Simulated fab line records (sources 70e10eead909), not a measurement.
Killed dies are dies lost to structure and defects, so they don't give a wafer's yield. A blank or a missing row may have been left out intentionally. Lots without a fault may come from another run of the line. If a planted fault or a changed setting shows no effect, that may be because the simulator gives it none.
The tool behind it: which one? | flow nandHarc | 14 lots, 40 wafers sampled, at 5 steps of a route of 1302

WHAT THE GAUGES SHOWED, per wafer
NHARC_THIN_TSV_CD_MEAS_16.
lot  | measured     | on       | cdNm (nm)
L434 | day 23 11:08 | cdSem-01 | 999.4 998.9 997.2
L436 | day 24 01:55 | cdSem-01 | 1003.4 1001.9 997.9
L438 | day 25 14:13 | cdSem-02 | 1001.5 1002.0 1006.0
L437 | day 25 13:01 | cdSem-02 | 995.1 998.7 1001.0
L439 | day 25 11:48 | cdSem-01 | 998.0 999.9 997.7
L442 | day 26 23:49 | cdSem-01 | 1000.6 997.4 999.9
L441 | day 27 04:08 | cdSem-03 | 999.3 997.4 1000.3
L444 | day 27 20:56 | cdSem-03 | 1000.2 1002.3 996.0
L446 | day 28 19:52 | cdSem-01 | 997.2 1004.7 1000.6
L448 | day 29 00:24 | cdSem-03 | 999.8 999.7 998.2
L449 | day 29 23:58 | cdSem-01 | 1002.6 1000.7 998.9
L450 | day 30 04:04 | cdSem-01 | 1001.9 998.2

NHARC_THIN_TSV_INSPECT_40.
lot  | measured     | on               | rawDefectCount
L434 | day 23 22:13 | defectInspect-02 | 584 446 588
L436 | day 24 12:40 | defectInspect-01 | 618 658 672
L438 | day 26 00:54 | defectInspect-02 | 522 555 518
L437 | day 26 00:53 | defectInspect-01 | 479 490 417
L439 | day 26 00:53 | defectInspect-02 | 366 437 449
L442 | day 27 11:41 | defectInspect-02 | 561 603 590
L441 | day 27 17:31 | defectInspect-01 | 613 550 492
L444 | day 28 06:51 | defectInspect-02 | 591 553 553
L446 | day 29 08:29 | defectInspect-01 | 495 433 400
L448 | day 29 08:29 | defectInspect-02 | 517 577 567
L449 | day 30 10:51 | defectInspect-01 | 795 700 629
L450 | day 30 15:22 | defectInspect-02 | 574 547

NHARC_END_SORT_01.
lot  | measured     | on        | killedAtArray | killedAtOther | killedAtPeriphery | killedDies | killedOpen | killedShort
L451 | day 30 13:52 | prober-01 | 675 674       | 0 0           | 2 3               | 677 677    | 1 4        | 2 2
L450 | day 30 23:15 | prober-02 | 49 670 41     | 2 1 2         | 7 6 3             | 58 677 46  | 3 0 2      | 1 2 3
L454 | day 32 03:44 | prober-01 | 676 676       | 0 0           | 1 1               | 677 677    | 4 3        | 3 0

TOOL THAT RAN EACH LOT (tool first, then ch and the chambers of the sampled wafers, then the start)
lot  | NHARC_A_WL_FILL_CVD_03       | NHARC_THIN_TSV_ETCHBACK_48
L434 | cvdW-01 ch 0,1, day 19 20:58 | rieDiel-06 ch 1,2,3, day 23 12:31
L436 | cvdW-02 ch 1, day 20 17:37   | rieDiel-07 ch 1,2, day 24 03:11
L438 | cvdW-02 ch 0,1, day 22 01:52 | rieDiel-11 ch 2,3, day 25 15:30
L437 | cvdW-01 ch 0,1, day 22 02:05 | rieDiel-06 ch 0,1, day 25 14:17
L439 | cvdW-02 ch 0,1, day 22 05:47 | rieDiel-06 ch 1,2, day 25 13:04
L442 | cvdW-02 ch 0,1, day 23 13:26 | rieDiel-11 ch 0,1,3, day 27 01:19
L441 | cvdW-02 ch 0,1, day 23 17:06 | rieDiel-07 ch 0,1,3, day 27 05:25
L444 | cvdW-02 ch 0,1, day 24 11:09 | rieDiel-06 ch 0,2,3, day 27 22:14
L446 | cvdW-02 ch 0,1, day 25 07:38 | rieDiel-07 ch 0,1,3, day 28 21:10
L448 | cvdW-02 ch 0,1, day 25 18:48 | rieDiel-07 ch 1,2,3, day 29 01:41
L449 | cvdW-02 ch 1, day 26 11:14   | rieDiel-06 ch 1,2,3, day 30 01:16
L451 | cvdW-02 ch 0, day 26 15:15   | -
L450 | cvdW-02 ch 0,1, day 26 23:40 | rieDiel-07 ch 0,2, day 30 05:32
L454 | cvdW-02 ch 0, day 28 06:40   | -
- NHARC_A_WL_FILL_CVD_03: deposits W, target thk 40 nm, time 279 s.
- NHARC_THIN_TSV_ETCHBACK_48: etches the open film in C4F8/Ar, target depth 1028.5 nm, time 405.17 s.

AS READ BY THE TOOLS THEMSELVES (means over the sampled wafers that have a number; for cases with no such wafer, the mark the record gives instead)
NHARC_A_WL_FILL_CVD_03.
lot  | tool    | chamberPressureTorr (Torr) | heaterPowerW (W) | throttleValvePct (%)
L434 | cvdW-01 | 39.98                      | 513              | 8.22
L436 | cvdW-02 | 39.98                      | 411              | 7.82
L438 | cvdW-02 | 40.07                      | 486              | 7.84
L437 | cvdW-01 | 40.05                      | 513              | 8.32
L439 | cvdW-02 | 39.93                      | 454              | 7.93
L442 | cvdW-02 | 39.99                      | 479              | 7.90
L441 | cvdW-02 | 39.95                      | 443              | 8.12
L444 | cvdW-02 | 39.97                      | 448              | 8.03
L446 | cvdW-02 | 39.99                      | 450              | 8.06
L448 | cvdW-02 | 39.96                      | 479              | 7.78
L449 | cvdW-02 | 40.03                      | 411              | 8.20
L451 | cvdW-02 | 39.98                      | 516              | 8.05
L450 | cvdW-02 | 39.95                      | 442              | 8.05
L454 | cvdW-02 | 40.00                      | 500              | 7.98

NHARC_THIN_TSV_ETCHBACK_48.
lot  | tool       | oesProductAu (a.u.) | rfVppV (V)
L434 | rieDiel-06 | 0.921               | 545.3
L436 | rieDiel-07 | 0.951               | 548.6
L438 | rieDiel-11 | 0.955               | 548.7
L437 | rieDiel-06 | 0.925               | 547.8
L439 | rieDiel-06 | 0.918               | 544.0
L442 | rieDiel-11 | 0.956               | 549.5
L441 | rieDiel-07 | 0.909               | 545.1
L444 | rieDiel-06 | 0.919               | 547.4
L446 | rieDiel-07 | 0.946               | 545.2
L448 | rieDiel-07 | 0.972               | 546.2
L449 | rieDiel-06 | 0.963               | 546.3
L450 | rieDiel-07 | 1.003               | 549.0

THE ANSWER, worked out from the rows above alone
Rule: usual is defined by the lots themselves. Put in order of their means at a reading, lots are off if they are a third of the lots or fewer, leave a main group of 4 or more, and stand apart from it by a gap of 3 or more times the standard deviation of the main group's means; of several such gaps the widest counts. Not used: any main group whose means are identical at the precision the tables above print for the reading. Also off: a lot with no number at a reading for which 4 or more lots have one. All remaining lots with rows at the step are treated as sound. Order of review: gauges by route order, followed by the tools' own readings, for which a lot's mean as printed above is used. The first step at which some lot is off is used, and at that step the reading that is off furthest; a lot without a number counts as furthest.
Across all readings shown, no lot is off: no conclusion can be drawn from this.

WHAT THE SIMULATOR HAD PUT IN
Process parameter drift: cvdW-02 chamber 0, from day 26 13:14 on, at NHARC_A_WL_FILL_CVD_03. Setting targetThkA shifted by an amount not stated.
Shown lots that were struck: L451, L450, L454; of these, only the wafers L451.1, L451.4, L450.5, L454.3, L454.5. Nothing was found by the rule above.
